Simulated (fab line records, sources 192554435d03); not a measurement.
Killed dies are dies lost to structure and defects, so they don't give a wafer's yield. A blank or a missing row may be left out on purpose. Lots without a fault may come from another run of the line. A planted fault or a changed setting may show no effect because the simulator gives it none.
Split-lot experiment | flow n5_finfet | 7 lots, 21 wafers read, on a route of 1938 steps

THE SPLIT
At N5_BEOL_M3_ETCH_64 (etches SOC in N2/H2, target depth 75 nm, overetch 15 nm, time 112.5 s), the setting bias_w was moved away from the recipe's 150 W on 4 of the 21 wafers read, by -12.5% to +7.3%. The other wafers ran this setting at the recipe's value.

The reading is taken at the split's own step.

THE READING
rf_vpp_V, in V, at N5_BEOL_M3_ETCH_64 (etches SOC in N2/H2, target depth 75 nm, overetch 15 nm, time 112.5 s). Fault-free wafers of this fab line usually give 524.5 V, standard deviation 2.4 V.

wafer  | tool, chamber at the split | bias_w as run, W | against the recipe | rf_vpp_V, V | against lot-mates on the recipe
L074.3 | rie_diel-03, 2             | 150              | recipe             | 528.2       | -
L074.5 | rie_diel-03, 3             | 150              | recipe             | 521.4       | -
L074.6 | rie_diel-03, 0             | 150              | recipe             | 525.7       | -
L078.2 | rie_diel-05, 3             | 150              | recipe             | 524.6       | -
L078.5 | rie_diel-05, 3             | 150              | recipe             | 525.5       | -
L078.6 | rie_diel-05, 1             | 150              | recipe             | 525.5       | -
L079.1 | rie_diel-03, 2             | 150              | recipe             | 526.6       | -
L079.2 | rie_diel-03, 0             | 150              | recipe             | 525.0       | -
L079.3 | rie_diel-03, 1             | 150              | recipe             | 526.2       | -
L085.1 | rie_diel-05, 0             | 150              | recipe             | 524.6       | -
L085.3 | rie_diel-05, 1             | 150              | recipe             | 524.8       | -
L085.6 | rie_diel-05, 0             | 150              | recipe             | 525.8       | -
L094.4 | rie_diel-03, 2             | 150              | recipe             | 527.9       | -
L094.5 | rie_diel-03, 3             | 160.9            | +7.3%              | 547.2       | +19.3
L094.6 | rie_diel-03, 0             | 160.9            | +7.3%              | 548.5       | +20.6
L096.2 | rie_diel-05, 2             | 150              | recipe             | 519.2       | -
L096.3 | rie_diel-05, 1             | 150              | recipe             | 524.5       | -
L096.6 | rie_diel-05, 1             | 133.9            | -10.7%             | 489.9       | -32.0
L097.2 | rie_diel-05, 2             | 131.2            | -12.5%             | 478.3       | -46.8
L097.3 | rie_diel-05, 0             | 150              | recipe             | 524.9       | -
L097.4 | rie_diel-05, 3             | 150              | recipe             | 525.4       | -

THE FIT
A straight line over all 21 wafers: rf_vpp_V changes by +3.42 V for each +1% of bias_w; r = +0.99; the points scatter about the line by 2.3 V.
The same after taking each lot's own level away (the mean of its wafers on the recipe; 21 wafers): +3.22 V for each +1%; r = +0.99; scatter 2.4 V.
On that fit, the largest move of bias_w shifts the reading by 40 V.
The lots' own levels span 521.85 to 527.90 V, that is 2.5 times the standard deviation above.
So the lot-to-lot level changes the slope little: the two slopes agree.
Check: with one of the wafers moved furthest among these (-12.5%) left out of the fit, the line predicts -36.1 V for it against its lot-mates. It came out at -46.8 V against them.
Tool readings at the split's step, against how far the setting was moved: rf_vpp_V r = +0.99.

OTHER SPLITS ON THESE WAFERS
These wafers also went through other splits before the reading. Each is held against what the fit with the lots' levels taken away leaves over:
other split on the same wafers          | wafers away from the commonest value | r with rf_vpp_V (lot level and that fit taken away)
N5_MOL_CONTACT_COAG_COAT_02 spin_rpm    | 4                                    | -0.04
N5_MOL_CONTACT_COAG_ALD_27 ald_cycles   | 7                                    | +0.08
N5_MOL_CONTACT_COAG_ALD_123 ald_cycles  | 8                                    | +0.07
N5_MOL_CONTACT_COAG_ETCHBACK_135 time_s | 8                                    | +0.03
N5_MOL_CONTACT_COAG_VIA_ETCH_46 bias_w  | 9                                    | +0.11
N5_BEOL_M0_SAQP_COAT_08 spin_rpm        | 7                                    | -0.02
N5_BEOL_M2_TRENCH_ETCH_37 source_w      | 9                                    | -0.23

THE WHOLE CHAIN: every reading that the file lists as answering this split, in the file's order
step               | what it does                                                          | reading                                                                          | change (the file's fit)                | r (the file's)
N5_BEOL_M3_ETCH_64 | etches SOC in N2/H2, target depth 75 nm, overetch 15 nm, time 112.5 s | rf_vpp_V                                                                         | +3.3 V for each +1% of the setting     | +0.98
N5_BEOL_M3_ETCH_64 | etches SOC in N2/H2, target depth 75 nm, overetch 15 nm, time 112.5 s | SiARC_of_BEOL_M3_COAT_62.thk_nm (the simulator's own value, which no gauge read) | -0.0844 nm for each +1% of the setting | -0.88

THE FILE'S OWN FIT
rf_vpp_V changes by +3.3 V for each +1% of bias_w, r = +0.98.
